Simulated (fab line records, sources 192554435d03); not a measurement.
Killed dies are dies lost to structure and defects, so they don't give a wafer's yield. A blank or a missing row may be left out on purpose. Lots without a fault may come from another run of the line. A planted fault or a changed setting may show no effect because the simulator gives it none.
Chamber matching | flow n5_finfet | N5_BEOL_M0_SAQP_ETCH_106 on rie_diel-01: 4 sister chambers
The step etches SOC in N2/H2, stops on SiNx, target depth 150 nm. 22 wafers are shown with their chamber, then 11 later ones without.

WAFERS WITH THEIR CHAMBER
wafer  | chamber | drypump_motor_current_A (A) | throttle_valve_pct (%) | showerhead_plenum_p_Torr (Torr)
L074.1 | 1       | 5.2                         | 18.11                  | 2.52
L074.4 | 0       | 4.8                         | 17.49                  | 2.58
L074.5 | 3       | 6.4                         | 17.60                  | 2.49
L076.2 | 3       | 6.3                         | 17.63                  | 2.49
L076.3 | 1       | 5.2                         | 18.11                  | 2.52
L076.4 | 3       | 6.3                         | 17.61                  | 2.49
L079.1 | 0       | 4.8                         | 17.50                  | 2.58
L079.3 | 1       | 5.2                         | 18.14                  | 2.52
L079.6 | 0       | 4.8                         | 17.51                  | 2.58
L080.3 | 3       | 6.4                         | 17.62                  | 2.49
L080.4 | 1       | 5.2                         | 18.14                  | 2.52
L080.5 | 3       | 6.4                         | 17.63                  | 2.49
L082.3 | 2       | 6.1                         | 17.45                  | 2.51
L082.4 | 1       | 5.2                         | 18.12                  | 2.52
L082.5 | 0       | 4.7                         | 17.52                  | 2.58
L090.2 | 3       | 6.4                         | 17.66                  | 2.48
L090.3 | 0       | 4.8                         | 17.54                  | 2.57
L090.5 | 2       | 6.2                         | 17.48                  | 2.51
L089.1 | 1       | 5.2                         | 18.19                  | 2.51
L089.4 | 3       | 6.4                         | 17.64                  | 2.48
L089.5 | 1       | 5.2                         | 18.18                  | 2.51
L091.2 | 1       | 5.2                         | 18.16                  | 2.51

SIGNATURES (means of the wafers above)
reading                  | chamber 0 | chamber 1 | chamber 2 | chamber 3 | scatter within a chamber
drypump_motor_current_A  | 4.780     | 5.200     | 6.150     | 6.371     | 0.0389
throttle_valve_pct       | 17.5120   | 18.1438   | 17.4650   | 17.6271   | 0.0246
showerhead_plenum_p_Torr | 2.5780    | 2.5162    | 2.5100    | 2.4871    | 0.00477
Rule: a wafer's distance from a chamber is the root of the sum, over the readings, of the square of ((its reading less the chamber's mean) divided by the reading's scatter). The wafer belongs to the nearest chamber; if the next one is less than 2 further off, it can't be placed. The scatter: the root of (the sum of the squares of (reading less its chamber's mean) over the shown wafers, divided by (wafers less chambers)).

WAFERS WITHOUT THEIR CHAMBER
wafer  | drypump_motor_current_A (A) | throttle_valve_pct (%) | showerhead_plenum_p_Torr (Torr)
L091.3 | 6.4                         | 17.66                  | 2.48
L091.6 | 6.1                         | 17.49                  | 2.51
L093.3 | 5.2                         | 18.19                  | 2.51
L093.4 | 6.2                         | 17.51                  | 2.51
L093.6 | 4.8                         | 17.55                  | 2.57
L094.1 | 5.2                         | 18.18                  | 2.51
L094.5 | 6.1                         | 17.49                  | 2.50
L094.6 | 5.2                         | 18.18                  | 2.51
L097.3 | 6.4                         | 17.67                  | 2.47
L097.5 | 6.4                         | 17.67                  | 2.47
L097.6 | 6.1                         | 17.51                  | 2.50

WHICH CHAMBER EACH WENT THROUGH
wafer  | from the rows above | in truth
L091.3 | 3                   | 3
L091.6 | 2                   | 2
L093.3 | 1                   | 1
L093.4 | 2                   | 2
L093.6 | 0                   | 0
L094.1 | 1                   | 1
L094.5 | 2                   | 2
L094.6 | 1                   | 1
L097.3 | 3                   | 3
L097.5 | 3                   | 3
L097.6 | 2                   | 2
Placed correctly: 11 of 11. Can't be placed from these rows: 0. Placed wrongly: 0.
